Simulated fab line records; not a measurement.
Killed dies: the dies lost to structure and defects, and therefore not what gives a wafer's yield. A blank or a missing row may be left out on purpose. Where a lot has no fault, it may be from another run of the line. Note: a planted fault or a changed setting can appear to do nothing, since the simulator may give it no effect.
Struck lot and sound lot, side by side / flow n5-finfet / 26 steps out of a route of 1938
Sound: the wafers L900.1, L900.4, L900.5. Wafers L896.1, L896.2, L896.5 were the ones struck. The cause comes at the end.
Per side, at each step with rows, come the tool, then ch with its chambers, and then its first start. Under that, the readings that differ: sound wafers / struck wafers / difference of the means / sigmas: that difference in standard deviations of wafers without a fault.
alike: words and numbers the same on both sides, and readings whose means are apart by under 2 such deviations; not compared: readings that were withheld, readings missing a value for some wafer, numbers with overlapping values and no deviation given by the record, and bounds like >300 which may hide the same value.
The two part at a step that has a row with sigmas, a row that says differs or no value, or rows on one side only. Numbers that don't overlap but have no deviation are shown without sigmas and don't part them. A reading missing from all wafers of one side parts the sides only when that side holds two or more wafers.

first, 10 steps without rows for these wafers: N5_SD_EPI_N_STRIP_18 (strips in SPM, time 750 s); N5_SD_EPI_N_SRD_20 (time 30 s); N5_SD_EPI_N_PRECLEAN_48 (cleans in NF3:NH3, afs cycles 2, time 20 s, sublimation time 60 s); N5_SD_EPI_N_VAPOR_ETCH_50 (etches Si in HCl, time 54 s); N5_SD_EPI_N_EPI_21 (deposits Si:P, time 690 s); N5_SD_EPI_N_PRECLEAN_24 (cleans in O3/DIW, time 60 s); N5_SD_EPI_N_SRD_25 (time 30 s); N5_SD_EPI_N_PRECLEAN_49 (cleans in NF3:NH3, afs cycles 1, time 20 s, sublimation time 60 s); N5_SD_EPI_N_LINER_46 (material SiNx, target thk 3 nm); N5_SD_EPI_P_COAT_34 (time 60 s, resist thk 350 nm).
N5_SD_EPI_P_COAT_35: time 60 s, resist thk 35 nm.
  sound on litho-track-05 ch 0, day 9 00:23; struck on litho-track-02 ch 0, day 7 07:38
reading=spin-speed-rpm (rpm); sound=1499.9 1502.4 1501.4; struck=733.6 733.2 732.1; difference=-768.3; sigmas=-99 or more
reading=model.SiARC_of_SD_EPI_P_COAT_35.thk-nm (nm); sound=35 35 34.8; struck=50 50 50; difference=+15; sigmas=
then, 7 steps without rows for these wafers: N5_SD_EPI_P_COAT_03 (resist thk 150 nm); N5_SD_EPI_P_EBR_05; N5_SD_EPI_P_SOFTBAKE_04 (time 60 s); N5_SD_EPI_P_EXPOSE_06 (exposes mask SD P BLK, target cd 240 nm); N5_SD_EPI_P_PEB_07 (peb time 60 s); N5_SD_EPI_P_DEVELOP_08 (develop time 30 s); N5_SD_EPI_P_DESCUM_14 (chemistry O2, time 7.9 s).
N5_SD_EPI_P_ETCH_36: etches SiARC in CF4, target depth 45.5 nm, time 75.8 s.
  sound on rie-diel-02 ch 0,1,2, day 9 00:57; struck on rie-diel-01 ch 2,3, day 7 07:59
reading=etch-rf-on-time-s (s); sound=73.1 75.5 77.0; struck=108.1 106.9 108.0; difference=+32.5; sigmas=+19
reading=model.etch.depth-nm (nm); sound=34.94 35.06 34.85; struck=49.98 50.08 49.93; difference=+15.05; sigmas=
reading=model.CAR-ArF-block_of_SD_EPI_P_COAT_03.thk-nm (nm); sound=110.8 110.6 111.4; struck=97.8 97.2 97.2; difference=-13.5; sigmas=
  alike: drypump-motor-current-A, oes-product-au, rf-vpp-V, showerhead-plenum-p-Torr, throttle-valve-pct
  not compared: rf-hours-counter-h
then, 4 steps without rows for these wafers: N5_SD_EPI_P_ETCH_37 (etches SOC in N2/H2, overetch 108 nm, time 486 s); N5_SD_EPI_P_STRIP_38 (strips in N2/H2); N5_SD_EPI_P_ETCHBACK_46 (etches SiNx in CH3F/O2, stops on SiO2, target depth 17.5 nm); N5_SD_EPI_P_ETCH_47 (etches SiOCN in CH3F/O2, target depth 25 nm).
N5_SD_EPI_P_ETCH_16: etches SiO2 in CHF3/O2, target depth 5 nm.
  sound on rie-diel-02 ch 0,1,2, day 9 01:32; struck on rie-diel-01 ch 2,3, day 7 08:35
reading=model.SiARC_of_SD_EPI_P_COAT_35.thk-nm (nm); sound=10.8 11.2 11.8; struck=26.6 26.2 26.6; difference=+15.2; sigmas=
  alike: drypump-motor-current-A, oes-product-au, rf-vpp-V, showerhead-plenum-p-Torr, throttle-valve-pct
  not compared: rf-hours-counter-h
then, 1 step without rows for these wafers: N5_SD_EPI_P_STRIP_50 (strips in CHF3/O2).
-- a jump in the record: the struck wafers' starts before and after are 5 days apart (it breaks off in module SD_EPI_P and resumes in module BEOL_M4, where the first step shown is number 1111 of the route) --
N5_BEOL_M4_RC_MEAS_101:
  sound on prober-02 ch 0, day 14 00:58; struck on prober-02 ch 0, day 12 06:56
  alike: DIBL_N, DIBL_P, IOFF_N, IOFF_P, ION_N, ION_P, SS_N, SS_P, VT_N, VT_P

## WHERE THEY PART
Last at N5_SD_EPI_P_ETCH_36 as far as this record goes, first at N5_SD_EPI_P_COAT_35. Later steps at which nothing parts them and some readings are alike: N5_SD_EPI_P_ETCH_16, N5_BEOL_M4_RC_MEAS_101.

WHY: what had been put in by the simulator
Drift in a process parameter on litho-track-02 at N5_SD_EPI_P_COAT_35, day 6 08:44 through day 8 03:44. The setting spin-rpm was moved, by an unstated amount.
